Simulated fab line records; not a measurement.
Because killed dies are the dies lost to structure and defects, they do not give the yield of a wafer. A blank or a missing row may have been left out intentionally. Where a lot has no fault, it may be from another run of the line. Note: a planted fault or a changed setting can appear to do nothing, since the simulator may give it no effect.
Matching of chambers :: flow nand-harc :: 4 sister chambers for NHARC_A_BONDPAD_ETCH_24 on rie-diel-12
The step etches the open film in CF4/N2, target depth 30 nm, time 72.99 s. 20 wafers are shown with their chamber, then 10 later ones without.

WAFERS, EACH WITH ITS CHAMBER
wafer: L815.1
chamber: 3
drypump-motor-current-A (A): 6.2
rf-vpp-V (V): 310.2
oes-product-au (a.u.): 0.980

wafer: L815.2
chamber: 1
drypump-motor-current-A (A): 5.6
rf-vpp-V (V): 316.9
oes-product-au (a.u.): 0.971

wafer: L815.4
chamber: 2
drypump-motor-current-A (A): 5.6
rf-vpp-V (V): 317.5
oes-product-au (a.u.): 0.973

wafer: L816.1
chamber: 3
drypump-motor-current-A (A): 6.2
rf-vpp-V (V): 311.6
oes-product-au (a.u.): 0.991

wafer: L816.2
chamber: 2
drypump-motor-current-A (A): 5.6
rf-vpp-V (V): 315.9
oes-product-au (a.u.): 0.977

wafer: L816.4
chamber: 2
drypump-motor-current-A (A): 5.6
rf-vpp-V (V): 315.8
oes-product-au (a.u.): 0.980

wafer: L817.2
chamber: 2
drypump-motor-current-A (A): 5.6
rf-vpp-V (V): 316.4
oes-product-au (a.u.): 0.993

wafer: L817.4
chamber: 1
drypump-motor-current-A (A): 5.7
rf-vpp-V (V): 316.6
oes-product-au (a.u.): 0.998

wafer: L817.5
chamber: 3
drypump-motor-current-A (A): 6.2
rf-vpp-V (V): 310.1
oes-product-au (a.u.): 0.984

wafer: L818.1
chamber: 2
drypump-motor-current-A (A): 5.7
rf-vpp-V (V): 316.2
oes-product-au (a.u.): 0.978

wafer: L818.2
chamber: 3
drypump-motor-current-A (A): 6.2
rf-vpp-V (V): 312.6
oes-product-au (a.u.): 0.989

wafer: L818.4
chamber: 3
drypump-motor-current-A (A): 6.2
rf-vpp-V (V): 311.9
oes-product-au (a.u.): 0.998

wafer: L819.2
chamber: 0
drypump-motor-current-A (A): 5.9
rf-vpp-V (V): 317.0
oes-product-au (a.u.): 0.999

wafer: L819.3
chamber: 2
drypump-motor-current-A (A): 5.6
rf-vpp-V (V): 317.1
oes-product-au (a.u.): 0.981

wafer: L819.5
chamber: 3
drypump-motor-current-A (A): 6.2
rf-vpp-V (V): 311.8
oes-product-au (a.u.): 0.988

wafer: L822.2
chamber: 0
drypump-motor-current-A (A): 5.9
rf-vpp-V (V): 317.4
oes-product-au (a.u.): 0.986

wafer: L822.3
chamber: 2
drypump-motor-current-A (A): 5.6
rf-vpp-V (V): 316.6
oes-product-au (a.u.): 0.983

wafer: L822.5
chamber: 1
drypump-motor-current-A (A): 5.6
rf-vpp-V (V): 316.5
oes-product-au (a.u.): 0.988

wafer: L824.2
chamber: 2
drypump-motor-current-A (A): 5.6
rf-vpp-V (V): 317.7
oes-product-au (a.u.): 0.982

wafer: L824.3
chamber: 3
drypump-motor-current-A (A): 6.2
rf-vpp-V (V): 311.8
oes-product-au (a.u.): 0.998

SIGNATURES (means of the wafers above)
reading: drypump-motor-current-A
chamber 0: 5.900
chamber 1: 5.633
chamber 2: 5.612
chamber 3: 6.200
scatter within a chamber: 0.031

reading: rf-vpp-V
chamber 0: 317.200
chamber 1: 316.667
chamber 2: 316.650
chamber 3: 311.429
scatter within a chamber: 0.747

reading: oes-product-au
chamber 0: 0.99250
chamber 1: 0.98567
chamber 2: 0.98087
chamber 3: 0.98971
scatter within a chamber: 0.00777
Rule: a wafer lies at a distance from a chamber equal to the root of the sum of squares, over the readings, of (its reading less the chamber's mean, divided by the reading's scatter). If the next closest chamber is less than 2 further off than the closest, the wafer can't be placed; otherwise it belongs to the closest. The scatter: the root of (the sum of the squares of (reading less its chamber's mean) over the shown wafers, divided by (wafers less chambers)).

WAFERS MISSING THEIR CHAMBER
wafer: L824.6
drypump-motor-current-A (A): 6.2
rf-vpp-V (V): 310.4
oes-product-au (a.u.): 1.003

wafer: L829.1
drypump-motor-current-A (A): 5.6
rf-vpp-V (V): 317.1
oes-product-au (a.u.): 0.985

wafer: L829.3
drypump-motor-current-A (A): 5.9
rf-vpp-V (V): 317.9
oes-product-au (a.u.): 1.002

wafer: L829.4
drypump-motor-current-A (A): 6.2
rf-vpp-V (V): 312.1
oes-product-au (a.u.): 1.014

wafer: L831.2
drypump-motor-current-A (A): 5.9
rf-vpp-V (V): 317.1
oes-product-au (a.u.): 0.995

wafer: L831.3
drypump-motor-current-A (A): 5.7
rf-vpp-V (V): 315.9
oes-product-au (a.u.): 0.984

wafer: L831.5
drypump-motor-current-A (A): 6.2
rf-vpp-V (V): 310.7
oes-product-au (a.u.): 0.991

wafer: L832.2
drypump-motor-current-A (A): 5.7
rf-vpp-V (V): 317.4
oes-product-au (a.u.): 1.005

wafer: L832.3
drypump-motor-current-A (A): 5.6
rf-vpp-V (V): 317.4
oes-product-au (a.u.): 0.978

wafer: L832.6
drypump-motor-current-A (A): 5.6
rf-vpp-V (V): 317.0
oes-product-au (a.u.): 0.974

WHICH CHAMBER EACH WENT THROUGH
wafer: L824.6
from the rows above: 3
in truth: 3

wafer: L829.1
from the rows above: can't be placed: 2 or 1
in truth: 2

wafer: L829.3
from the rows above: 0
in truth: 0

wafer: L829.4
from the rows above: 3
in truth: 3

wafer: L831.2
from the rows above: 0
in truth: 0

wafer: L831.3
from the rows above: can't be placed: 1 or 2
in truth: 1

wafer: L831.5
from the rows above: 3
in truth: 3

wafer: L832.2
from the rows above: can't be placed: 1 or 2
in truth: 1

wafer: L832.3
from the rows above: can't be placed: 2 or 1
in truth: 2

wafer: L832.6
from the rows above: can't be placed: 2 or 1
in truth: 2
Correctly placed: 5 of 10. Can't be placed from these rows: 5 (the true chamber is among the candidates in 5). Placed wrongly: 0.
